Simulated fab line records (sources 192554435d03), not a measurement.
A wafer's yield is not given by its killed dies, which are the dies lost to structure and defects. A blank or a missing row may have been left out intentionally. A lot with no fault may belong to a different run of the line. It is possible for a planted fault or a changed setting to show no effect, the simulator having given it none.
Matching of chambers -- flow n5_finfet -- rie_si-04 running N5_FIN_CUT_CUT_ETCH_28: 4 sister chambers
The step etches Si in HBr/Cl2/O2, target depth 6 nm, time 2.4 s. 16 wafers are shown with their chamber, then 8 later ones without.

== EACH WAFER AND ITS CHAMBER ==
wafer,chamber,drypump_motor_current_A (A),oes_product_au (a.u.)
L076.3,3,5.8,0.992
L076.4,1,6.3,1.027
L076.5,2,6.3,1.012
L080.1,1,6.3,1.028
L080.2,2,6.4,1.011
L080.4,3,5.8,0.985
L084.3,1,6.3,1.021
L084.5,3,5.8,0.992
L084.6,2,6.3,1.009
L086.2,1,6.3,1.030
L086.3,3,5.8,0.982
L086.5,2,6.4,1.011
L091.2,1,6.3,1.023
L091.4,0,5.8,0.985
L091.6,1,6.3,1.017
L092.3,1,6.3,1.024

SIGNATURES (averages over the wafers above)
reading,chamber 0,chamber 1,chamber 2,chamber 3,scatter within a chamber
drypump_motor_current_A,5.800,6.300,6.350,5.800,0.0289
oes_product_au,0.98500,1.02429,1.01075,0.98775,0.00409
Rule: for each reading, subtract the chamber's mean from the wafer's reading, divide by that reading's scatter and square the result; add these up over the readings and take the root, which gives the wafer's distance from the chamber. If the next closest chamber is less than 2 further off than the closest, the wafer can't be placed; otherwise it belongs to the closest. How the scatter is found: for the shown wafers, subtract from each reading the mean of its chamber, square and add these, divide the total by (wafers less chambers), then take the root.

== WAFERS WITHOUT THEIR CHAMBER ==
wafer,drypump_motor_current_A (A),oes_product_au (a.u.)
L092.4,6.3,1.004
L092.5,6.3,1.015
L093.1,5.8,0.992
L093.2,6.3,1.023
L093.6,5.8,0.986
L094.1,6.4,1.010
L094.2,6.3,1.023
L094.6,6.3,1.022

== THE CHAMBER EACH PASSED THROUGH ==
wafer,from the rows above,in truth
L092.4,2,2
L092.5,can't be placed: 2 or 1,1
L093.1,can't be placed: 3 or 0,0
L093.2,1,1
L093.6,can't be placed: 0 or 3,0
L094.1,2,2
L094.2,1,1
L094.6,1,1
Correct placement for 5 of the 8. From these rows, 3 cannot be placed; in 3 the true chamber is one of the candidates. Placed wrongly: 0.
